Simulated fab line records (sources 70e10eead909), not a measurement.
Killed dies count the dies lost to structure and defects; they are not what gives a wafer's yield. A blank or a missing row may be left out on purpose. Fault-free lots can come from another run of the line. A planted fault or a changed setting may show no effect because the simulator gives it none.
Chamber matching | flow nand-harc | ald-hk-02 running NHARC_A_STAIRCASE_ALD_415: 4 sister chambers
The step deposits SiO2, target thk 30 nm, pulse time 6 s, ald cycles 300. 4 wafers are shown with their chamber, then 9 later ones without.

## EACH WAFER AND ITS CHAMBER
wafer  | chamber | heater-power-w (W)
L090.3 | 1       | 507
L090.5 | 3       | 468
L092.1 | 2       | 441
L092.6 | 0       | 467

## WAFERS MISSING THEIR CHAMBER
wafer  | heater-power-w (W)
L095.2 | 472
L095.3 | 443
L095.4 | 496
L094.2 | 485
L094.3 | 482
L094.6 | 496
L097.1 | 479
L097.5 | 449
L097.6 | 473

## THE CHAMBER EACH PASSED THROUGH
wafer  | from the rows above          | in truth
L095.2 | can't be placed: 3 or 0      | 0
L095.3 | 2                            | 2
L095.4 | can't be placed: 1 or 3 or 0 | 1
L094.2 | can't be placed: 3 or 0 or 1 | 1
L094.3 | can't be placed: 3 or 0 or 1 | 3
L094.6 | can't be placed: 1 or 3 or 0 | 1
L097.1 | can't be placed: 3 or 0 or 1 | 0
L097.5 | can't be placed: 2 or 0 or 3 | 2
L097.6 | can't be placed: 3 or 0      | 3
Placed correctly: 1 of 9. Unplaceable from these rows: 8, with the true chamber sitting among the candidates in 8. 0 placed wrongly.
How it was worked out, from the rows above alone: a wafer's distance from a chamber is the root of the sum, over the readings, of the square of ((its reading less the chamber's mean) divided by the reading's scatter). The wafer belongs to the nearest chamber; if the next one is less than 2 further off, it can't be placed. The mean given for a chamber averages the wafers shown for that chamber. The scatter: root of mean squared gap, hidden wafer to nearest shown wafer, with one shown wafer a chamber.
